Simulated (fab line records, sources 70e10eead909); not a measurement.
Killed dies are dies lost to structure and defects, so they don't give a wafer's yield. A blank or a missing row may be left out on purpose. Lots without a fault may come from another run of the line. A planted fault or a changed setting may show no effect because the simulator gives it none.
Chamber matching | flow nand_harc | NHARC_P_STI_CMP_21 on cmp-03: 4 sister chambers
The step polishes, t overpolish 20 s, target thk 380.67 nm. 16 wafers are shown with their chamber, then 8 later ones without.

WAFERS WITH THEIR CHAMBER
wafer  | chamber | motor_current_A (A) | overpolish_run_s (s)
L077.1 | 3       | 15.0                | 20.002
L077.3 | 2       | 11.4                | 20.000
L077.5 | 1       | 12.6                | 19.981
L078.2 | 2       | 11.5                | 20.013
L078.5 | 0       | 12.5                | 19.995
L078.6 | 3       | 14.1                | 20.003
L081.3 | 0       | 13.8                | 20.003
L081.4 | 1       | 12.4                | 20.002
L081.6 | 1       | 13.0                | 19.997
L082.1 | 3       | 14.3                | 19.997
L082.4 | 2       | 11.6                | 19.988
L082.5 | 0       | 13.3                | 20.005
L087.4 | 2       | 11.5                | 19.990
L087.5 | 2       | 11.9                | 19.995
L087.6 | 3       | 14.5                | 19.997
L088.4 | 3       | 14.6                | 20.006

SIGNATURES (means of the wafers above)
reading          | chamber 0 | chamber 1 | chamber 2 | chamber 3 | scatter within a chamber
motor_current_A  | 13.200    | 12.667    | 11.580    | 14.500    | 0.371
overpolish_run_s | 20.00100  | 19.99333  | 19.99720  | 20.00100  | 0.00794
Rule: a wafer's distance from a chamber is the root of the sum, over the readings, of the square of ((its reading less the chamber's mean) divided by the reading's scatter). The wafer belongs to the nearest chamber; if the next one is less than 2 further off, it can't be placed. The scatter: the root of (the sum of the squares of (reading less its chamber's mean) over the shown wafers, divided by (wafers less chambers)).

WAFERS WITHOUT THEIR CHAMBER
wafer  | motor_current_A (A) | overpolish_run_s (s)
L088.5 | 14.2                | 20.007
L088.6 | 11.9                | 19.998
L089.1 | 14.2                | 20.002
L089.3 | 11.5                | 19.990
L089.6 | 12.8                | 20.021
L093.1 | 11.7                | 19.990
L093.2 | 13.0                | 19.997
L093.3 | 14.5                | 20.003

WHICH CHAMBER EACH WENT THROUGH
wafer  | from the rows above          | in truth
L088.5 | can't be placed: 3 or 0      | 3
L088.6 | can't be placed: 2 or 1      | 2
L089.1 | can't be placed: 3 or 0      | 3
L089.3 | 2                            | 2
L089.6 | can't be placed: 0 or 1 or 2 | 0
L093.1 | can't be placed: 2 or 1      | 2
L093.2 | can't be placed: 0 or 1      | 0
L093.3 | 3                            | 3
Placed correctly: 2 of 8. Can't be placed from these rows: 6 (the true chamber is among the candidates in 6). Placed wrongly: 0.
